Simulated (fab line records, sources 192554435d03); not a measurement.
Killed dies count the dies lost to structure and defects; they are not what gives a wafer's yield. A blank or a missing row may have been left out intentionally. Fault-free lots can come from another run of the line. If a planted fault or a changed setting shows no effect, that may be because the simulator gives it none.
The same fault as seen by 2 desks / flow n5Finfet / what lay behind the numbers comes last; until then each desk has only its own

## THE DEFECT DESK
Inspection counts along the route, by lot: the mean over sampled wafers that carry a number. Marked OUT: a lot whose mean sits more than 4 standard deviations from the usual mean, which makes it out of limits; the brackets give that distance.
Columns: A = rawDefectCount at N5_BEOL_M10_INSPECT_58, usual 69
lot=L692; first seen here=day 10 07:50; A=65
lot=L693; first seen here=day 10 10:55; A=47
lot=L694; first seen here=day 10 17:08; A=68
lot=L696; first seen here=day 11 04:16; A=66
lot=L700; first seen here=day 11 20:13; A=52
lot=L703; first seen here=day 12 11:01; A=61
lot=L705; first seen here=day 13 17:44; A=103
lot=L709; first seen here=day 14 08:39; A=62
lot=L711; first seen here=day 16 10:10; A=50
lot=L712; first seen here=day 16 22:14; A=71
lot=L714; first seen here=day 16 23:22; A=66
lot=L715; first seen here=day 17 17:43; A=87
lot=L713; first seen here=day 18 06:59; A=58
Result from this desk: across the 13 lots, nothing is out of limits.

## TOOL OWNER'S DESK, pvdSputter-02
The tool's own readings at N5_BEOL_M10_SPUTTER_48 (material Cu, target thk 12 nm, time 2 s): means of the sampled wafers that have a number, for each lot that ran on this tool. Marked OUT: a lot whose mean sits more than 4 standard deviations from the usual mean, which makes it out of limits; the brackets give that distance.
Columns: A = cathodeDcPowerW at N5_BEOL_M10_SPUTTER_48, usual 26000 W; B = throttleValvePct at N5_BEOL_M10_SPUTTER_48, usual 30.3 %
lot=L692; first seen here=day 10 06:41; A=26002; B=30.4
lot=L700; first seen here=day 11 19:09; A=26004; B=30.6
lot=L705; first seen here=day 13 16:45; A=29686 (+99 or more) OUT; B=31.2
lot=L713; first seen here=day 18 05:43; A=26001; B=30.8
This desk finds L705 out of limits, L705 being first, at day 13 16:45 (cathodeDcPowerW at N5_BEOL_M10_SPUTTER_48). Within limits: L692, L700, L713.

## BROUGHT TOGETHER
At day 13 16:45, on L705, the tool owner's desk was in a position to raise an alarm.
Nothing the defect desk looked at was out of limits.
The defect desk has L705 on record, within its limits.
On pvdSputter-02, each named lot ran N5_BEOL_M10_SPUTTER_48.

## WHAT HAD BEEN PUT IN BY THE SIMULATOR
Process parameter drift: pvdSputter-02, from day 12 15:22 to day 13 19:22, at N5_BEOL_M10_SPUTTER_48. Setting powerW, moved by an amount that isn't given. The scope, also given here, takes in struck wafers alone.
Shown lots that were struck: L705.
How many hours passed from the start of the fault until each desk's first out-of-limits reading: the tool owner's desk, 25.
